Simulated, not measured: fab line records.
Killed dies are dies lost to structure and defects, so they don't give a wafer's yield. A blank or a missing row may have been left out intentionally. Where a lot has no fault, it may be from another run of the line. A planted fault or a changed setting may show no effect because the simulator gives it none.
Matching of chambers    flow nand-harc    NHARC_A_WL_FILL_ALD_19 on ald-metal-03: 4 sister chambers
The step deposits TiN, target thk 2 nm, pulse time 3 s, ald cycles 100. 27 wafers are shown with their chamber, then 12 later ones without.

== WAFERS WITH THEIR CHAMBER ==
wafer   chamber  heater-power-w (W)  precursor-pulse-height-rel
L074.2  3        1057                1.000
L074.3  1        1066                0.989
L074.4  0        1172                1.019
L074.1  2        976                 1.006
L074.5  1        1079                1.007
L074.6  0        1169                0.992
L076.1  0        1189                0.992
L076.3  2        991                 1.018
L076.5  0        1170                0.995
L079.2  0        1188                1.018
L079.3  2        986                 1.016
L079.6  2        973                 0.966
L081.3  2        986                 1.001
L081.4  3        1031                0.993
L081.6  0        1195                0.926
L083.1  1        1087                1.018
L083.2  2        1007                0.964
L083.5  0        1198                1.007
L084.1  0        1208                1.018
L084.5  3        1023                0.995
L084.6  2        1012                1.005
L088.1  1        1071                0.986
L088.2  0        1171                0.966
L088.4  2        1008                0.990
L090.1  2        968                 1.002
L090.3  1        1056                1.036
L090.5  2        1011                0.979

SIGNATURES (means of the wafers above)
reading                     chamber 0  chamber 1  chamber 2  chamber 3  scatter within a chamber
heater-power-w              1184.44    1071.80    991.80     1037.00    15.3
precursor-pulse-height-rel  0.99256    1.00720    0.99470    0.99600    0.0233
Rule: a wafer's distance from a chamber is the root of the sum, over the readings, of the square of ((its reading less the chamber's mean) divided by the reading's scatter). If the next closest chamber is less than 2 further off than the closest, the wafer can't be placed; otherwise it belongs to the closest. How the scatter is found: for the shown wafers, subtract from each reading the mean of its chamber, square and add these, divide the total by (wafers less chambers), then take the root.

== WAFERS WHOSE CHAMBER IS MISSING ==
wafer   heater-power-w (W)  precursor-pulse-height-rel
L091.1  1059                1.009
L091.2  1042                1.012
L091.3  1160                0.998
L091.4  1011                1.007
L091.5  1083                0.982
L091.6  1207                0.989
L093.1  1037                0.966
L093.3  1186                1.027
L093.4  1182                1.003
L095.3  1060                0.966
L095.5  1040                0.994
L095.6  996                 0.978

== CHAMBER TAKEN BY EACH ==
wafer   from the rows above           in truth
L091.1  can't be placed: 1 or 3       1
L091.2  can't be placed: 3 or 1       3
L091.3  0                             0
L091.4  can't be placed: 2 or 3       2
L091.5  can't be placed: 1 or 3       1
L091.6  0                             0
L093.1  can't be placed: 3 or 1 or 2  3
L093.3  0                             0
L093.4  0                             0
L095.3  can't be placed: 1 or 3       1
L095.5  can't be placed: 3 or 1       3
L095.6  2                             2
Correct placement for 5 of the 12. Cannot be placed on the basis of these rows: 7; the candidates contain the true chamber in 7. Placed wrongly: 0.
